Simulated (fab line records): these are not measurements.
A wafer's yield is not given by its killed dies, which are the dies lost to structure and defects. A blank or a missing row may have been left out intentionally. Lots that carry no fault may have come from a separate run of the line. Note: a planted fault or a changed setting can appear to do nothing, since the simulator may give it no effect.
Matching of chambers    flow n5-finfet    N5_BEOL_M14_TRENCH_ETCH_34 on rie-diel-05: 4 sister chambers
The step etches SiO2 in C4F8/O2/Ar, target depth 556.65 nm, time 126.9 s. 4 wafers are shown with their chamber, then 7 later ones without.

## WAFERS WITH THEIR CHAMBER
wafer   chamber  showerhead-plenum-p-Torr (Torr)
L735.4  3        3.50
L735.5  0        3.53
L734.1  1        3.16
L734.2  2        3.63

## WAFERS WITH NO CHAMBER GIVEN
wafer   showerhead-plenum-p-Torr (Torr)
L734.6  3.16
L738.1  3.50
L738.2  3.63
L738.5  3.52
L740.3  3.62
L740.4  3.52
L740.5  3.49

## EACH ONE'S CHAMBER
wafer   from the rows above      in truth
L734.6  1                        1
L738.1  3                        3
L738.2  2                        2
L738.5  can't be placed: 0 or 3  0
L740.3  2                        2
L740.4  can't be placed: 0 or 3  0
L740.5  3                        3
Correctly placed: 5 of 7. These rows do not allow placing 2 (true chamber among the candidates in 2). 0 placed wrongly.
How it was worked out, from the rows above alone: a wafer's distance from a chamber is the root of the sum, over the readings, of the square of ((its reading less the chamber's mean) divided by the reading's scatter). The wafer belongs to the nearest chamber; if the next one is less than 2 further off, it can't be placed. A chamber's mean is the mean of its shown wafers. The scatter: with one shown wafer a chamber, the root of the mean of the squares of how far each hidden wafer lies from its nearest shown one.
